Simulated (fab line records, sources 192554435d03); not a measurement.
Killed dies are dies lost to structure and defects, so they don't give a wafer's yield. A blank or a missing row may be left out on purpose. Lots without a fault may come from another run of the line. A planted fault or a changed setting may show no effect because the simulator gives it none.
Problem report in the 8D (eight disciplines) form, filled by code | flow n5_finfet | the parts of the form that need people (team, actions taken, sign-off) are left out

1. THE PROBLEM
killed_at_front_end at N5_PASSIVATION_PROBE_49 reads a mean of 145 on 6 wafers of 2 lots; wafers without a fault read 40 with a standard deviation of 11. That is +9.6 standard deviations from the usual mean.
First seen on wafer L785.1, day 15 07:34, on prober-01. The record holds 42 wafers of 14 lots with a number at this step. Rule for "out", or "out of limits": more than 4 standard deviations from the usual mean. The other wafers with a number count as sound.

2. WHAT IT IS AND WHAT IT IS NOT
question                    | is                     | is not
which readings at this step | killed_at_front_end    | killed_at_M0_to_M3, killed_at_M4_up, killed_at_contacts, killed_open, sort_bin_4_leakage
which lots                  | L785, L786             | L776, L777, L778, L779, L780, L784, L787, L789, L792, L796, L797, L798
which wafers of those lots  | all that have a number | -
read on which tools         | prober-01, prober-02   | -
when                        | from day 15 07:34      | up to then (15 sound wafers); but 21 sound wafers of L784, L787, L789, L792, L796, L797, L798 came after

3. SUSPECTS, AND WHAT RULES EACH OUT
Counting: a tool at a process step up to the reading stays a suspect if it ran every lot that is out and no sound lot after the first of them.
- wet_bench-06 at N5_PMOS_HMC_CHANNEL_EPI_HM_STRIP_35 (strips SiO2 in dHF, material SiO2, target depth 39.6 nm, time 216 s): kept. It ran every lot that is out, first L785 (day 4 07:52), and no sound lot after that; its last sound lot up to then is L780 (day 3 01:05).
Left after counting: wet_bench-06 at N5_PMOS_HMC_CHANNEL_EPI_HM_STRIP_35.

4. THE CAUSE (what the simulator had put in)
Chamber particle source: wet_bench-06, from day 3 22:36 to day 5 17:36, at N5_PMOS_HMC_CHANNEL_EPI_HM_STRIP_35. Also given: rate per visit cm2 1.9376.
Counting left only this tool.

5. THE CHAIN OF EFFECTS, in route order
Each row: a reading whose mean over the struck wafers that have a number lies more than 3 standard deviations from the usual. Only readings for which the record gives a usual standard deviation are gone through. hours: the time from each lot's start at the first step in this table that gives one to its start at this step, as a median over the lots. sigmas: the change in usual standard deviations.
hours | step                    | reading              | usual  | on struck wafers | change | sigmas
0     | N5_PASSIVATION_PROBE_49 | defect_limited_yield | 91.4 % | 83.2             | -8.2   | -5.9
0     | N5_PASSIVATION_PROBE_49 | killed_at_front_end  | 40     | 145              | +105   | +9.6
0     | N5_PASSIVATION_PROBE_49 | killed_dies          | 102    | 198              | +96    | +5.7
0     | N5_PASSIVATION_PROBE_49 | sort_bin_5_function  | 5.1 %  | 9.4              | +4.3   | +4.4
0     | N5_PASSIVATION_PROBE_49 | sort_n_pass          | 1077   | 959              | -118   | -5.6
0     | N5_PASSIVATION_PROBE_49 | sort_yield_pct       | 91.3 % | 81.3             | -10.0  | -5.9
The process steps in it:
- N5_PASSIVATION_PROBE_49

6. WHAT WOULD HAVE CAUGHT IT SOONER
In this record the first reading out of limits was taken at day 15 07:34, 273 hours after the fault began at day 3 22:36.
All the lots that are out (2) had begun N5_PMOS_HMC_CHANNEL_EPI_HM_STRIP_35 on wet_bench-06 by day 15 07:34. A hold on the tool at that time would have spared none of them.
